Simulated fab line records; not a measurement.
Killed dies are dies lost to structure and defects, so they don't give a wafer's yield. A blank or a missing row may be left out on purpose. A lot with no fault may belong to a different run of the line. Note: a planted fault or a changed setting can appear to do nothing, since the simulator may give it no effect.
fab line records | flow nand-harc
[record] lots = 13 wafers = 39 last-day = 25
route steps=1159 shown A_CONTACT@913 END@1159
lots that met no fault: taken from a fault-free run of the same line
start-h: hours from the record's opening day to when the first of the lot's shown wafers began | wait-h: how many hours have passed since the lot's step before this one | " unchanged from the row above | L1.1+2: a single row standing in for several wafers | - either no value or no given start | * or withheld: withheld | < > ~ a bound
route shown NAME@n: a module of which the file shows steps, and the number in the route of the first | usual: the fault-free wafers' mean and standard deviation | same: alike in all rows | chamber/n: place in a boat | sites: readings site by site | _std_site: their standard deviation | _edge_site: inner sites' mean taken away from outer sites' mean | radius-mm: for every site, how far away it sits from the centre of the wafer | mask NAME#n: copy n | behind: tool/chamber where the wafer was last shaped | hold: the reason the lot was held/the length of the hold in hours/how it ended | device: which transistor (n, p or np) failed to switch | end of line: tests of these same wafers at the route's end | step lacking rows: just its recipe | killed: at the first sort, the dies lost to defects and structure; wafer yield is something else | map: dies across one wafer; x = killed, . = not, _ = none there
set.NAME: the setting that was run; set.NAME@STEP: the one run at that earlier step | model.NAME: the simulator's own value behind a step, which no gauge read
steps of the route over a sample of lots; a table a step, a row a wafer
services: when a tool's chamber went out of use (start-h, in hours from the record's first day, below 0 if earlier), for how many hours, and the reason
[[steps]]
[step NHARC_A_CONTACT_ETCH_133]
[recipe] source-w = withheld pressure-mtorr = 20 bias-v = 400 time-s = 195 target-depth-a = 8400 ar-flow-sccm = withheld c4f8-flow-sccm = 11.5 o2-flow-sccm = 7.2 chemistry = C4F8/O2/Ar
// columns lot.wafer tool chamber start-h wait-h rf-hours-counter-h
L520.3 har-cap-etch-03 1 378.63 0.2 -
L520.4 " 0 " " -
L520.5 " 1 " " -
L522.2 har-cap-etch-01 1 380.21 0.1 59
L522.3 " 0 " " -
L522.6 " 0 " " -
L521.2 har-cap-etch-02 1 380.56 0.1 10
L521.4 " 0 " " -
L521.5 " 1 " " -
L523.1 har-cap-etch-02 1 389.90 0.1 12
L523.4 " 0 " " -
L523.5 " 1 " " -
L525.1 har-cap-etch-02 0 396.38 0.1 14
L525.4 " 1 " " -
L525.5 " 0 " " -
L524.1 har-cap-etch-01 0 400.09 0.1 63
L524.3 " 0 " " -
L524.4 " 1 " " -
L526.2 har-cap-etch-03 0 406.34 0.1 93
L526.5 " 1 " " -
L526.6 " 0 " " -
L528.1 har-cap-etch-02 1 430.35 0.1 17
L528.2 " 0 " " 17
L528.6 " 0 " " -
L530.1 har-cap-etch-01 1 434.24 0.1 68
L530.4 " 0 " " -
L530.3 " 1 " " -
L534.1 har-cap-etch-02 1 444.39 0.1 20
L534.3 " 1 " " -
L534.6 " 1 " " -
L533.2 har-cap-etch-03 1 444.76 0.1 100
L533.4 " 0 " " -
L533.5 " 0 " " -
L535.3 har-cap-etch-03 1 458.94 0.2 -
L535.5 " 1 " " -
L535.6 " 0 " " -
L542.2 har-cap-etch-02 0 534.52 0.1 35
L542.4 " 0 " " -
L542.5 " 1 " " -
[step NHARC_A_CONTACT_CD_MEAS_80]
[usual] cd-nm = 189.8/0.74
// columns lot.wafer tool chamber start-h wait-h cd-nm
L520.3 cd-sem-01 - 379.33 - 189.8
L520.4 " - " " 189.4
L520.5 " - " " 189.5
L522.2 cd-sem-02 - 380.95 - 189.7
L522.3 " - " " 190.4
L522.6 " - " " 190.3
L521.2 cd-sem-03 - 381.44 - 189.9
L521.4 " - " " 189.4
L521.5 " - " " 190.1
L523.1 cd-sem-03 - 390.72 - 190.0
L523.4 " - " " 190.1
L523.5 " - " " 190.0
L525.1 cd-sem-03 - 397.18 - 189.0
L525.4 " - " " 189.6
L525.5 " - " " 190.3
L524.1 cd-sem-03 - 400.88 - 189.6
L524.3 " - " " 188.6
L524.4 " - " " 189.0
L526.2 cd-sem-01 - 407.15 - 189.5
L526.5 " - " " 188.9
L526.6 " - " " 189.7
L528.1 cd-sem-03 - 431.17 - 189.9
L528.2 " - " " 189.6
L528.6 " - " " 189.5
L530.1 cd-sem-01 - 435.32 - 190.4
L530.3 " - " " 189.4
L530.4 " - " " 189.6
L534.1 cd-sem-02 - 445.18 - 190.2
L534.3 " - " " 189.8
L534.6 " - " " 190.0
L533.2 cd-sem-02 - 445.50 - 189.7
L533.4 " - " " 188.7
L533.5 " - " " 189.1
L535.3 cd-sem-03 - 459.73 - 190.7
L535.5 " - " " 189.7
L535.6 " - " " 190.6
L542.2 cd-sem-02 - 535.39 - 191.4
L542.4 " - " " 190.8
L542.5 " - " " 191.1
[step NHARC_A_CONTACT_DEP_85]
[recipe] target-thk-a = 500 target-thk-nm = 50 temp-c = 400 pressure-torr = 3.5 flow-sccm = 200 rf-w = 350 material = SiON
[usual] heater-power-w = 773/79
// columns lot.wafer tool chamber start-h wait-h heater-power-w
L520.3 pecvd-01 2 381.70 0.8 654
L520.4 " 1 " " 852
L520.5 " 2 " " 645
L522.3 pecvd-01 2 383.17 0.6 768
L522.2 " 0 " " 810
L522.6 " 1 " " 836
L521.2 pecvd-01 2 384.46 0.9 718
L521.5 " 0 " " 818
L521.4 " 1 " " 932
L523.1 pecvd-01 0 393.11 1.1 757
L523.4 " 1 " " 813
L523.5 " 2 " " 747
L525.1 pecvd-04 1 399.49 1.1 603
L525.5 " 0 " " 838
L525.4 " 2 " " 767
L524.3 pecvd-01 1 404.72 0.9 934
L524.1 " 0 " " 719
L524.4 " 1 " " 951
L526.2 pecvd-01 1 409.58 0.9 942
L526.6 " 1 " " 924
L526.5 " 2 " " 737
L528.1 pecvd-01 0 435.42 1.1 864
L528.2 " 1 " " 928
L528.6 " 2 " " 728
L530.3 pecvd-04 0 437.54 0.6 760
L530.1 " 1 " " 698
L530.4 " 2 " " 739
L534.3 pecvd-01 2 448.05 0.7 747
L534.1 " 0 " " 847
L534.6 " 1 " " 781
L533.2 pecvd-04 2 448.92 0.9 644
L533.5 " 1 " " 619
L533.4 " 0 " " 713
L535.3 pecvd-04 1 462.70 0.7 554
L535.5 " 0 " " 728
L535.6 " 1 " " 564
L542.2 pecvd-04 1 539.08 0.9 697
L542.4 " 2 " " 731
L542.5 " 1 " " 687
[step NHARC_A_CONTACT_ETCH_89]
[recipe] target-depth-a = 2600 over-etch-frac = 0.3 time-s = 475.3 ion-energy-ev = 200 n2-flow-sccm = 150 h2-flow-sccm = 150 ar-flow-sccm = 0 rf-w = 400 bias-w = 150 chemistry = N2/H2
[usual] drypump-motor-current-A = 5.8/0.41 oes-product-au = 1.000/0.01 rf-vpp-V = 430.5/2.7 showerhead-plenum-p-Torr = 2.04/0.095 throttle-valve-pct = 14.172/0.0093
// columns lot.wafer tool chamber start-h wait-h drypump-motor-current-A oes-product-au rf-hours-counter-h rf-vpp-V showerhead-plenum-p-Torr throttle-valve-pct
L520.3 rie-diel-04 0 382.75 - 5.7 0.984 31 430.9 2.09 14.167
L520.4 " 3 " " 6.0 0.996 33 432.2 2.10 14.169
L520.5 " 1 " " 5.5 1.000 - 429.3 2.00 14.174
L522.3 rie-diel-04 2 384.23 - 5.6 0.995 23 434.9 2.19 14.171
L522.2 " 1 " " 5.5 0.994 30 428.6 2.00 14.180
L522.6 " 3 " " 6.0 0.991 - 433.8 2.10 14.160
L521.4 rie-diel-06 2 385.60 - 5.7 0.999 52 426.0 1.91 14.176
L521.2 " 0 " " 5.6 1.003 49 426.5 1.88 14.165
L521.5 " 2 " " 5.7 1.004 - 427.2 1.91 14.183
L523.1 rie-diel-08 3 394.05 - 6.2 1.019 12 427.2 1.94 14.163
L523.4 " 0 " " 6.3 0.997 15 427.8 1.96 14.171
L523.5 " 2 " " 4.9 1.002 - 435.0 2.16 14.178
L525.1 rie-diel-08 2 400.42 - 4.9 1.006 17 434.7 2.16 14.169
L525.4 " 3 " " 6.2 1.010 13 427.4 1.94 14.159
L525.5 " 2 " " 4.9 0.999 - 433.5 2.16 14.172
L524.3 rie-diel-08 0 405.80 - 6.3 1.006 16 426.9 1.96 14.172
L524.4 " 1 " " 6.2 0.985 20 429.3 1.99 14.164
L524.1 " 3 " " 6.2 1.008 13 427.6 1.94 14.181
L526.2 rie-diel-04 2 410.68 - 5.6 0.998 34 434.1 2.18 14.166
L526.5 " 1 " " 5.5 1.005 - 430.3 2.00 14.161
L526.6 " 2 " " 5.6 1.005 - 433.8 2.18 14.156
L528.2 rie-diel-06 3 436.63 - 5.8 1.011 3 431.6 2.09 14.163
L528.1 " 0 " " 5.6 1.009 3 436.9 2.22 14.182
L528.6 " 3 " " 5.8 1.000 - 431.6 2.09 14.180
L530.4 rie-diel-08 3 438.71 - 6.2 1.001 18 427.9 1.94 14.178
L530.1 " 0 " " 6.3 1.012 21 428.0 1.96 14.173
L530.3 " 2 " " 4.9 0.998 23 433.2 2.16 14.184
L534.3 rie-diel-08 1 449.48 - 6.1 0.989 28 428.4 1.98 14.180
L534.1 " 0 " " 6.3 1.009 24 427.7 1.96 14.178
L534.6 " 2 " " 4.9 0.996 - 432.3 2.16 14.173
L533.4 rie-diel-04 3 449.85 - 5.9 0.970 50 431.2 2.09 14.174
L533.2 " 0 " " 5.7 0.996 57 430.1 2.08 14.175
L533.5 " 0 " " 5.7 0.997 - 432.8 2.08 14.174
L535.3 rie-diel-08 3 463.86 - 6.2 1.004 23 429.2 1.94 14.178
L535.5 " 3 " " 6.2 1.008 - 426.9 1.94 14.179
L535.6 " 0 " " 6.3 0.870 - 430.2 1.96 14.185
L542.2 rie-diel-04 1 540.14 - 5.5 1.001 23 428.7 1.98 14.151
L542.4 " 3 " " 6.0 1.011 23 432.1 2.08 14.168
L542.5 " 2 " " 5.6 1.006 - 433.8 2.17 14.171
[step NHARC_END_SORT_01]
[recipe] temp-c = 25
[usual] killed-at-array = 28/11 killed-at-other = 0.7/1.1 killed-at-periphery = 2.9/2 killed-dies = 32/11 killed-open = 3.2/1.8 killed-short = 2.0/1.4
[same] gross-dies = 677
// columns lot.wafer tool chamber start-h wait-h killed-at-array killed-at-other killed-at-periphery killed-dies killed-open killed-short
L520.3 prober-02 0 444.92 3.1 27 2 3 32 3 2
L520.4 prober-02 0 445.71 3.4 29 0 2 31 3 2
L520.5 prober-02 0 446.51 3.7 26 0 1 27 4 0
L534.1 prober-02 0 502.29 2.5 27 1 1 29 3 3
L534.3 prober-02 0 503.88 3.1 26 0 1 27 7 0
L534.6 prober-02 0 506.26 4.0 32 1 2 35 2 5
L535.5 prober-01 0 520.26 3.7 43 0 2 45 1 3
// killed by level:class
L520.3 A_CHANNEL_HOLE_D1:chamber-film-flake=14 A_SLIT:chamber-film-flake=7 P_STI:chamber-film-flake=3 A_STAIRCASE:chamber-film-flake=3 STARTING-WAFER:geometric-particle:open=2 A_WL_FILL:geometric-particle:open=1 A_CONTACT:geometric-particle:short=1 A_M0:geometric-particle:short=1
L520.4 A_SLIT:chamber-film-flake=10 A_CHANNEL_HOLE_D1:chamber-film-flake=8 A_CONTACT:chamber-film-flake=4 A_CHANNEL_HOLE_D1:geometric-particle:short=2 A_ZERO_WELL:chamber-film-flake=2 P_GATE:geometric-particle:open=1 A_ONON_D1:geometric-particle:open=1 A_BLC:geometric-particle:open=1
L520.5 A_CHANNEL_HOLE_D1:chamber-film-flake=11 A_SLIT:chamber-film-flake=4 A_CONTACT:chamber-film-flake=4 A_WL_FILL:geometric-particle:open=2 A_SGD_CUT:geometric-particle:open=1 A_CONTACT:geometric-particle:open=1 P_STI:chamber-film-flake=1 A_ZERO_WELL:chamber-film-flake=1
L534.1 A_CHANNEL_HOLE_D1:chamber-film-flake=17 A_CHANNEL_FILL_D1:geometric-particle:open=2 A_CONTACT:chamber-film-flake=2 P_M0:geometric-particle:short=1 A_ONON_D1:geometric-particle:short=1 A_SLIT:geometric-particle:short=1 A_WL_FILL:geometric-particle:open=1 A_CHANNEL_FILL_D1:chamber-film-flake=1
L534.3 A_CHANNEL_HOLE_D1:chamber-film-flake=16 A_CONTACT:geometric-particle:open=2 A_WL_FILL:chamber-film-flake=2 P_M1:geometric-particle:open=1 A_SOURCE_PLATE:geometric-particle:open=1 A_CHANNEL_FILL_D1:geometric-particle:open=1 A_M0:geometric-particle:open=1 A_M1:geometric-particle:open=1
L534.6 A_CHANNEL_HOLE_D1:chamber-film-flake=21 A_STAIRCASE:chamber-film-flake=4 A_CHANNEL_FILL_D1:geometric-particle:short=2 A_CONTACT:chamber-film-flake=2 P_CONTACT:geometric-particle:open=1 P_CONTACT:geometric-particle:short=1 A_SOURCE_PLATE:geometric-particle:open=1 A_SGD_CUT:geometric-particle:short=1
L535.5 A_CHANNEL_HOLE_D1:chamber-film-flake=22 A_SLIT:chamber-film-flake=13 A_CONTACT:chamber-film-flake=3 A_STAIRCASE:chamber-film-flake=2 P_GATE:geometric-particle:short=1 P_CONTACT:geometric-particle:short=1 A_ONON_D1:geometric-particle:open=1 A_WL_FILL:geometric-particle:short=1
[[services]]
// columns tool chamber start-h hours kind
rie-diel-08 0 359.86 - clean
rie-diel-08 1 359.86 - clean
rie-diel-08 2 359.86 - clean
pecvd-04 - 376.32 13.0 pm
rie-diel-08 2 384.74 5.2 repair
har-cap-etch-02 - 407.79 0.4 repair
pecvd-01 - 418.00 13.0 pm
pecvd-01 0 418.00 13.0 vent-cycle
pecvd-01 1 418.00 13.0 vent-cycle
pecvd-01 2 418.00 13.0 vent-cycle
rie-diel-04 3 419.08 20.6 repair
rie-diel-06 - 419.80 9.0 pm
pecvd-01 0 431.00 - clean
pecvd-01 1 431.00 - clean
pecvd-01 2 431.00 - clean
pecvd-01 1 457.64 9.6 repair
rie-diel-04 - 466.31 9.0 pm
rie-diel-06 1 467.15 1.4 repair
rie-diel-08 - 478.86 9.0 pm
rie-diel-06 1 498.91 4.0 repair
pecvd-01 1 499.41 4.8 repair
rie-diel-08 - 504.61 0.9 repair
rie-diel-08 1 510.47 3.5 repair
rie-diel-08 1 539.98 9.6 repair
[[key]]
[first-sign] step = NHARC_A_CONTACT_ETCH_89 reading = oes-product-au direction = down sigmas = 13 usual = 1.000 struck = 0.870
effect none on later readings
met-at NHARC_A_CONTACT_ETCH_89
struck-lots L535
struck-wafers L535.6
tester-left-out L535
not-acting-at NHARC_A_CONTACT_ETCH_133,NHARC_A_CONTACT_CD_MEAS_80,NHARC_A_CONTACT_DEP_85
onset-between 449.48 463.86
[fault] kind = process-parameter-drift tool = rie-diel-08 chamber = - onset-h = 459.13 steps = NHARC_A_CONTACT_ETCH_89 channel = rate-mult offset = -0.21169 shape = step end-h = 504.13 scope = struck-wafers-only
// tester-left-out: of these lots the tester's yield and bins aren't shown, on N5 and GAA mostly nor the transistor test; their killed dies are dies lost to structure and defects alone, not to doping, threshold or leakage, so they don't give the yield
